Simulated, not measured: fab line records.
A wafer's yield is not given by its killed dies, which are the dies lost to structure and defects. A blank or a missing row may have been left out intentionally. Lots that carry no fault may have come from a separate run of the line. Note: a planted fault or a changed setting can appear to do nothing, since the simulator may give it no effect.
Matching of chambers ; flow n5_finfet ; pecvd-01 running N5_GATE_CUT_PECVD_57: 3 sister chambers
The step deposits SiNx from SiH4/NH3/N2, target thk 21 nm. 6 wafers are shown with their chamber, then 8 later ones without.

WAFERS PAIRED WITH THEIR CHAMBERS
wafer;chamber;throttle_valve_pct (%);showerhead_vpp_V (V)
L085.3;0;43.6;1023
L086.2;0;43.6;1031
L086.3;1;38.4;1051
L088.4;2;38.0;1145
L088.6;1;38.4;1067
L090.1;2;38.1;1140

WAFERS WHOSE CHAMBER IS MISSING
wafer;throttle_valve_pct (%);showerhead_vpp_V (V)
L090.3;43.6;1023
L090.4;43.7;1018
L092.1;38.2;1164
L092.2;38.4;1046
L092.4;38.7;1048
L094.1;38.4;1054
L094.5;38.4;1146
L094.6;38.4;1055

CHAMBER TAKEN BY EACH
wafer;from the rows above;in truth
L090.3;0;0
L090.4;0;0
L092.1;2;2
L092.2;1;1
L092.4;1;1
L094.1;1;1
L094.5;2;2
L094.6;1;1
Placed correctly: 8 of 8. From these rows, 0 cannot be placed. Wrongly placed: 0.
How it was worked out, from the rows above alone: a wafer's distance from a chamber is the root of the sum, over the readings, of the square of ((its reading less the chamber's mean) divided by the reading's scatter). The wafer belongs to the nearest chamber; if the next one is less than 2 further off, it can't be placed. Each chamber's mean is taken over the wafers shown for it. The scatter: the root of (the sum of the squares of (reading less its chamber's mean) over the shown wafers, divided by (wafers less chambers)).
